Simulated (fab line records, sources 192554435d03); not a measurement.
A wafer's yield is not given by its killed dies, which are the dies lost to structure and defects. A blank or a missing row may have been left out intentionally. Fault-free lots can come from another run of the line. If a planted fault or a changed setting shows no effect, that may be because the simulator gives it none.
fab line records	flow n5-finfet
[record] lots = 14	wafers = 38	last-day = 18
route steps=1938 shown SDB@375 HKMG_FIN@421
lots untouched by any fault: they come from a run of this same line in which no faults occurred
start-h: the number of hours between the record's first day and the start of the first shown wafer of the lot	wait-h: time in hours since the lot's previous step	" as in the row above	L1.1+2: a row that stands for several wafers	- either no value or no given start	* or withheld: withheld	< > ~ a bound
route shown NAME@n: a module of which the file shows steps, and the number in the route of the first	usual: the fault-free wafers' mean and standard deviation	same: alike in all rows	chamber/n: place in a boat	sites: each site's reading	_std_site: the values' standard deviation	_edge_site: outer sites' mean less inner sites'	radius-mm: how far each site lies from the wafer's centre	mask NAME#n: copy n	behind: tool/chamber where the wafer was last shaped	hold: the reason the lot was held/the length of the hold in hours/how it ended	device: names the non-switching transistor (n, p or np)	end of line: the route-end tests of the same wafers	step lacking rows: just its recipe	killed: dies that structure and defects cost at the first sort, which is not the same as the wafer's yield	map: per-die view of a wafer (x killed, . not killed, _ where there is no die)
set.NAME: the run value of the setting; set.NAME@STEP: its run value at that earlier step	model.NAME: the simulator's own value behind a step, which no gauge read
a sample of lots followed through the steps of the route, with each step as a table and each wafer as a row
services: from which hour (start-h, from the record's first day; less than 0 if before it) a tool's chamber was out of use, for how many hours, and why
[[steps]]
[step N5_SDB_THK_MEAS_31]
[recipe] reads = a-Si_of_DUMMY_GATE_CVD_03
[usual] SDB_THK = 63.9/1.3
lot.wafer	tool	chamber	start-h	wait-h	SDB_THK[nm]
L741.1	film-metro-01	-	70.93	-	64.1
L741.4	"	-	"	"	62.7
L741.6	"	-	"	"	63.0
L742.2	film-metro-02	-	77.82	-	63.9
L742.3	"	-	"	"	63.9
L742.6	"	-	"	"	63.4
L743.1	film-metro-01	-	90.05	-	63.4
L743.3	"	-	"	"	64.7
L743.6	"	-	"	"	65.1
L744.2	film-metro-01	-	94.63	-	65.3
L744.6	"	-	"	"	64.1
L750.5	film-metro-01	-	125.87	-	65.3
L750.6	"	-	"	"	64.5
L751.4	film-metro-01	-	132.93	-	61.8
L751.6	"	-	"	"	61.9
L755.1	film-metro-02	-	155.22	-	64.3
L755.4	"	-	"	"	65.1
L755.5	"	-	"	"	64.6
L756.1	film-metro-01	-	159.70	-	62.7
L756.4	"	-	"	"	61.6
L756.6	"	-	"	"	62.9
L758.2	film-metro-02	-	172.74	-	63.3
L758.3	"	-	"	"	62.9
L758.5	"	-	"	"	62.2
L759.2	film-metro-01	-	179.24	-	64.7
L759.5	"	-	"	"	65.9
L760.3	film-metro-02	-	182.77	-	65.8
L760.5	"	-	"	"	62.9
L760.6	"	-	"	"	65.3
L762.2	film-metro-01	-	195.23	-	63.1
L762.5	"	-	"	"	65.7
L762.6	"	-	"	"	62.9
L763.4	film-metro-02	-	203.62	-	65.7
L763.5	"	-	"	"	64.9
L763.6	"	-	"	"	63.7
L764.2	film-metro-02	-	211.57	-	63.8
L764.3	"	-	"	"	65.6
L764.6	"	-	"	"	64.7
[step N5_SDB_INSPECT_36]
[recipe] inspect-instrument = darkfield	mode = post-cmp
[usual] raw-defect-count = 39/17
lot.wafer	tool	chamber	start-h	wait-h	raw-defect-count
L741.1	defect-inspect-02	-	70.95	0.0	45
L741.4	"	-	"	"	61
L741.6	"	-	"	"	69
L742.2	defect-inspect-01	-	77.84	0.0	54
L742.3	"	-	"	"	34
L742.6	"	-	"	"	35
L743.1	defect-inspect-02	-	90.08	0.0	19
L743.3	"	-	"	"	15
L743.6	"	-	"	"	36
L744.2	defect-inspect-02	-	94.65	0.0	23
L744.6	"	-	"	"	43
L750.5	defect-inspect-01	-	125.90	0.0	27
L750.6	"	-	"	"	17
L751.4	defect-inspect-01	-	132.95	0.0	27
L751.6	"	-	"	"	41
L755.1	defect-inspect-01	-	155.24	0.0	35
L755.4	"	-	"	"	16
L755.5	"	-	"	"	36
L756.1	defect-inspect-02	-	159.73	0.0	93
L756.4	"	-	"	"	59
L756.6	"	-	"	"	69
L758.2	defect-inspect-02	-	172.76	0.0	50
L758.3	"	-	"	"	54
L758.5	"	-	"	"	50
L759.2	defect-inspect-01	-	179.26	0.0	84
L759.5	"	-	"	"	73
L760.3	defect-inspect-01	-	182.80	0.0	32
L760.5	"	-	"	"	55
L760.6	"	-	"	"	58
L762.2	defect-inspect-02	-	195.26	0.0	17
L762.5	"	-	"	"	38
L762.6	"	-	"	"	16
L763.4	defect-inspect-02	-	203.65	0.0	44
L763.5	"	-	"	"	28
L763.6	"	-	"	"	24
L764.2	defect-inspect-02	-	211.60	0.0	35
L764.3	"	-	"	"	33
L764.6	"	-	"	"	26
[step N5_HKMG_FIN_PWFM_ALD_03]
[recipe] material = TiN	target-thk-a = 20	temp-c = 400	ald-precursor-family = TiCl4	ald-co-reactant = NH3	pulse-time-s = 1	purge-time-s = 3	co-reactant-purge-time-s = 2	co-reactant-pulse-time-s = 2	ald-cycles = 91	pressure-torr = 3
[usual] ald-cycles = 91/0	heater-power-outer-w = 525/71	heater-power-w = 859/110	precursor-pulse-height-rel = 0.999/0.018
lot.wafer	tool	chamber	start-h	wait-h	ald-cycles	heater-power-outer-w	heater-power-w	precursor-pulse-height-rel	since-wet-clean-h
L741.1	ald-metal-02	0	75.43	0.0	91	486	798	0.996	2815
L741.4	"	2	"	"	91	569	953	1.020	2815
L741.6	"	0	"	"	91	510	805	1.025	-
L742.2	ald-metal-04	2	81.97	0.0	91	546	919	0.986	5899
L742.3	"	3	"	"	91	683	977	1.010	5899
L742.6	"	2	"	"	91	564	887	0.995	-
L743.1	ald-metal-01	2	94.28	0.0	91	412	699	1.010	4373
L743.3	"	3	"	"	91	531	753	1.024	4373
L743.6	"	3	"	"	91	530	776	1.020	-
L744.2	ald-metal-02	0	98.77	0.2	91	510	787	0.997	2839
L744.6	"	3	"	"	91	442	720	1.016	-
L750.5	ald-metal-02	3	130.27	0.3	91	439	722	1.010	-
L750.6	"	2	"	"	79	573	956	0.992	-
L751.4	ald-metal-02	3	137.56	0.0	79	422	710	1.003	2877
L751.6	"	2	"	"	79	567	958	0.983	-
L755.1	ald-metal-04	0	159.39	0.0	91	595	977	0.951	5976
L755.4	"	3	"	"	91	656	986	1.011	5976
L755.5	"	0	"	"	91	597	946	0.980	-
L756.1	ald-metal-01	3	163.92	0.0	91	539	782	0.971	4442
L756.4	"	2	"	"	91	425	690	1.000	4442
L756.6	"	1	"	"	91	547	892	0.955	-
L758.2	ald-metal-04	0	177.28	0.0	91	571	956	1.024	5994
L758.3	"	2	"	"	91	544	920	0.997	5994
L758.5	"	3	"	"	91	653	978	0.980	-
L759.2	ald-metal-04	3	183.72	0.0	91	646	963	1.030	6001
L759.5	"	0	"	"	91	578	949	0.975	-
L760.3	ald-metal-01	3	186.88	0.0	91	525	776	1.002	4465
L760.5	"	1	"	"	91	539	898	1.018	-
L760.6	"	2	"	"	91	414	683	0.994	-
L762.2	ald-metal-04	2	199.59	0.0	91	536	911	0.999	6016
L762.5	"	1	"	"	91	435	747	1.015	-
L762.6	"	2	"	"	91	550	900	1.010	-
L763.4	ald-metal-02	0	207.93	0.0	91	494	793	1.016	2948
L763.5	"	1	"	"	91	474	810	1.004	-
L763.6	"	2	"	"	91	565	943	0.975	-
L764.2	ald-metal-01	2	215.69	0.0	91	411	692	1.023	4494
L764.3	"	3	"	"	91	515	779	0.980	4494
L764.6	"	3	"	"	91	523	770	1.017	-
[step N5_HKMG_FIN_OVL_MEAS_13]
[recipe] points-per-wafer = 44
[usual] NWFM_OVL = -0.1/0.8
lot.wafer	tool	chamber	start-h	wait-h	NWFM_OVL[nm]
L741.1	overlay-01	0	76.30	0.0	0.6
L741.4	"	0	"	"	1.0
L741.6	"	0	"	"	1.4
L742.2	overlay-01	0	82.87	0.1	0.3
L742.3	"	0	"	"	-0.6
L742.6	"	0	"	"	0.1
L743.1	overlay-02	0	95.15	0.0	0.1
L743.3	"	0	"	"	-0.4
L743.6	"	0	"	"	-0.5
L744.2	overlay-02	0	99.64	0.0	0.0
L744.6	"	0	"	"	-0.1
L750.5	overlay-01	0	130.79	0.0	-0.3
L750.6	"	0	"	"	0.1
L751.4	overlay-01	0	138.43	0.0	-1.4
L751.6	"	0	"	"	-0.6
L755.1	overlay-02	0	160.14	0.0	-0.2
L755.4	"	0	"	"	-0.9
L755.5	"	0	"	"	0.1
L756.1	overlay-02	0	164.78	0.0	0.0
L756.4	"	0	"	"	-0.6
L756.6	"	0	"	"	-0.1
L758.2	overlay-02	0	178.03	0.0	-0.9
L758.3	"	0	"	"	-1.4
L758.5	"	0	"	"	-1.4
L759.2	overlay-02	0	184.61	0.0	0.3
L759.5	"	0	"	"	1.4
L760.3	overlay-01	0	187.75	0.0	0.4
L760.5	"	0	"	"	-0.4
L760.6	"	0	"	"	-1.0
L762.2	overlay-01	0	200.34	0.0	1.3
L762.5	"	0	"	"	1.7
L762.6	"	0	"	"	1.1
L763.4	overlay-01	0	208.67	0.0	1.5
L763.5	"	0	"	"	0.2
L763.6	"	0	"	"	0.6
L764.2	overlay-01	0	216.56	0.0	0.5
L764.3	"	0	"	"	-0.3
L764.6	"	0	"	"	-0.4
[[services]]
tool	chamber	start-h	hours	kind
ald-metal-02	2	160.48	11.7	repair
ald-metal-04	1	172.37	5.6	repair
ald-metal-02	-	174.72	14.6	pm
[[key]]
[first-sign] step = N5_HKMG_FIN_PWFM_ALD_03	reading = ald-cycles	direction = down	sigmas = 99+	usual = *	struck = *
effect none on later readings
met-at N5_HKMG_FIN_PWFM_ALD_03
struck-lots L750,L751
struck-wafers L750.6,L751.4,L751.6
tester-left-out L750,L751
not-acting-at N5_SDB_THK_MEAS_31,N5_SDB_INSPECT_36,N5_HKMG_FIN_OVL_MEAS_13
onset-between 98.77 130.27
[fault] kind = process-parameter-drift	tool = ald-metal-02	chamber = -	onset-h = 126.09	steps = N5_HKMG_FIN_PWFM_ALD_03	channel = ald-cycles	offset = *	shape = step	end-h = 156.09	scope = struck-wafers-only	acts-in = *	stated = *
// tester-left-out: of these lots the tester's yield and bins aren't shown, on N5 and GAA mostly nor the transistor test; their killed dies are dies lost to structure and defects alone, not to doping, threshold or leakage, so they don't give the yield
